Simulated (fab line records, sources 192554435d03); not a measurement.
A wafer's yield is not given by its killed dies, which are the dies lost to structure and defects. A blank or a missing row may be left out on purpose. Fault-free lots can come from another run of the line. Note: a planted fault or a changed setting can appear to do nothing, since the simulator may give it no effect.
Comparing a struck lot with a sound one    flow n5_finfet    41 steps out of a route of 1938
Sound: wafers L909.1, L909.2, L909.5. Struck: wafer L906.2. (L906.4, L906.6 of the same lot were not struck and are left out.) The cause comes at the end.
For every step that has rows: the tool of each side, followed by ch and its chambers, followed by its first start. Under that, the readings that differ: sound wafers    struck wafers    difference of the means    sigmas: that difference in standard deviations of wafers without a fault.
alike: readings with means less than 2 such deviations apart, plus words and numbers identical on both sides. not compared: withheld readings, readings lacking a value on some wafer, bounds such as >300 that could conceal the same value, and numbers that have no deviation in the record and whose values overlap.
Wherever a step has rows on one side only, a row that says differs or no value, or a row with sigmas, the two part there. Numbers that don't overlap but have no deviation are shown without sigmas and don't part them. A reading that every wafer of one side lacks parts them only if that side has two wafers or more.

first, 9 steps without rows for these wafers: N5_BEOL_M0_SAQP_EXPOSE_11 (exposes mask M0 CORE, target cd 42 nm); N5_BEOL_M0_SAQP_PEB_12 (peb time 60 s); N5_BEOL_M0_SAQP_DEVELOP_13 (develop time 30 s); N5_BEOL_M0_SAQP_DESCUM_19 (chemistry O2, time 7.9 s); N5_BEOL_M0_SAQP_ETCH_83 (etches SiARC in CF4, target depth 39 nm, time 65 s); N5_BEOL_M0_SAQP_ETCH_84 (etches SOC in N2/H2, target depth 100 nm, overetch 20 nm, time 150 s); N5_BEOL_M0_SAQP_STRIP_80 (strips in N2/H2); N5_BEOL_M0_SAQP_HM_OPEN_112 (chemistry CHF3/O2, target SiO2, stops on a-Si, target depth 12 nm, time 13.5 s); N5_BEOL_M0_SAQP_STRIP_113 (strips in CHF3/O2).
N5_BEOL_M0_SAQP_MANDREL_ETCH_20: etches a-Si in HBr/Cl2, stops on SiNx, target depth 60 nm, bt time 10 s, time 30 s.
  sound on rie_si-02 ch 0,1,2, day 10 13:40; struck on rie_si-03 ch 2, day 9 20:55
  alike: HBr_flow_sccm, bias_w, drypump_motor_current_A, oes_product_au, rf_fwd_power_W, throttle_valve_pct
  not compared: rf_hours_counter_h
then, 27 steps without rows for these wafers: N5_BEOL_M0_SAQP_STRIP_86 (strips in N2/H2); N5_BEOL_M0_SAQP_STRIP_115 (strips in post etch residue remover, time 60 s); N5_BEOL_M0_SAQP_SRD_93 (time 30 s); N5_BEOL_M0_SAQP_RECESS_114 (chemistry HF/NH3, target SiO2, target depth 14.4 nm, afs cycles 3, sublimation time 60 s); N5_BEOL_M0_SAQP_SPACER1_ALD_98 (deposits SiO2, target thk 12.8 nm, pulse time 1 s, purge time 2 s); N5_BEOL_M0_SAQP_SPACER1_ETCHBACK_99 (etches SiO2 in CHF3/O2, target depth 15.4 nm, time 7.7 s); N5_BEOL_M0_SAQP_MANDREL1_REMOVE_100 (chemistry HBr/Cl2/O2, target a-Si, stops on SiNx, bt time 10 s); N5_BEOL_M0_SAQP_ETCH_101 (etches SiNx in CH3F/O2, target depth 29.9 nm, time 42.7 s); N5_BEOL_M0_SAQP_ETCH_102 (etches SiO2 in CF4, target depth 4 nm, time 4.4 s); N5_BEOL_M0_SAQP_MANDREL_ETCH_103 (etches a-Si in HBr/Cl2, stops on SiCN, target depth 45 nm, bt time 10 s, time 27 s); N5_BEOL_M0_SAQP_RECESS_104 (chemistry HF/NH3, target SiO2, target depth 18 nm, afs cycles 3, sublimation time 60 s); N5_BEOL_M0_SAQP_COAT_105 (time 60 s, resist thk 100 nm); N5_BEOL_M0_SAQP_ETCH_106 (etches SOC in N2/H2, stops on SiNx, target depth 150 nm); N5_BEOL_M0_SAQP_ETCH_107 (etches SiNx in CH3F/O2, target depth 30 nm); N5_BEOL_M0_SAQP_STRIP_108 (strips in N2/H2); N5_BEOL_M0_SAQP_RECESS_109 (chemistry HF/NH3, target SiO2, target depth 3 nm, afs cycles 1, sublimation time 60 s); N5_BEOL_M0_SAQP_SPACER2_ALD_26 (deposits SiO2, target thk 15 nm, pulse time 1 s, purge time 2 s); N5_BEOL_M0_SAQP_SPACER2_ETCHBACK_27 (etches SiO2 in CHF3/O2, target depth 22.5 nm, time 11.25 s); N5_BEOL_M0_SAQP_MANDREL2_REMOVE_110 (chemistry HBr/Cl2/O2, target a-Si, stops on SiCN, bt time 10 s); N5_BEOL_M0_SAQP_COAT_69 (time 60 s, resist thk 90 nm); N5_BEOL_M0_SAQP_COAT_72 (time 60 s, resist thk 15 nm); N5_BEOL_M0_SAQP_COAT_87 (time 60 s, resist thk 5 nm); N5_BEOL_M0_SAQP_COAT_34 (resist thk 30 nm); N5_BEOL_M0_SAQP_EBR_36; N5_BEOL_M0_SAQP_SOFTBAKE_35 (time 60 s); N5_BEOL_M0_SAQP_EXPOSE_37 (exposes mask M0 CUT1, target cd 30 nm); N5_BEOL_M0_SAQP_PEB_38 (peb time 60 s).
N5_BEOL_M0_SAQP_INSPECT_42: inspects for defects (brightfield).
  sound: defect_inspect-01 at day 10 18:10; struck: defect_inspect-01 at day 10 00:29
reading           sound        struck  difference  sigmas
raw_defect_count  383 273 322  1207    +881        +12
N5_BEOL_M0_CUTY_INSPECT_59: inspects for defects (macro).
  sound: defect_inspect-02 at day 10 19:34; struck: defect_inspect-01 at day 10 02:08
reading           sound  struck  difference  sigmas
raw_defect_count  3 4 1  >300    differs     
-- a jump in the record: the struck wafers' starts before and after are 2 days apart (it breaks off in module BEOL_M0_CUTY and resumes in module BEOL_M4, where the first step shown is number 1111 of the route) --
N5_BEOL_M4_RC_MEAS_101:
  sound on prober-01 ch 0, day 12 22:02; struck on prober-01 ch 0, day 12 13:53
reading         sound              struck  difference  sigmas
DIBL_N (mV/V)   35.8 35.6 35.4     39.6    +4.0        +3
DIBL_P (mV/V)   33.9 34.8 34.5     39.1    +4.7        +2
IOFF_N (nA/um)  0.141 0.132 0.130  0.210   +0.076      +3
SS_P (mV/dec)   72.9 73.2 73.0     75.0    +2.0        +4
  alike: IOFF_P, ION_N, ION_P, SS_N, VT_N, VT_P
-- the record jumps here: 4 days lie between the struck wafers' starts before and after (it left off in module BEOL_M4 and takes up again in module PASSIVATION, whose first step shown is number 1936 of the route) --
N5_PASSIVATION_PROBE_49:
  record: rows for the struck wafers here (prober-01, day 17 01:43), none for the sound ones

## WHERE THEY PART
First at N5_BEOL_M0_SAQP_INSPECT_42; last, within this record, at N5_PASSIVATION_PROBE_49.

WHY: what the simulator had put in
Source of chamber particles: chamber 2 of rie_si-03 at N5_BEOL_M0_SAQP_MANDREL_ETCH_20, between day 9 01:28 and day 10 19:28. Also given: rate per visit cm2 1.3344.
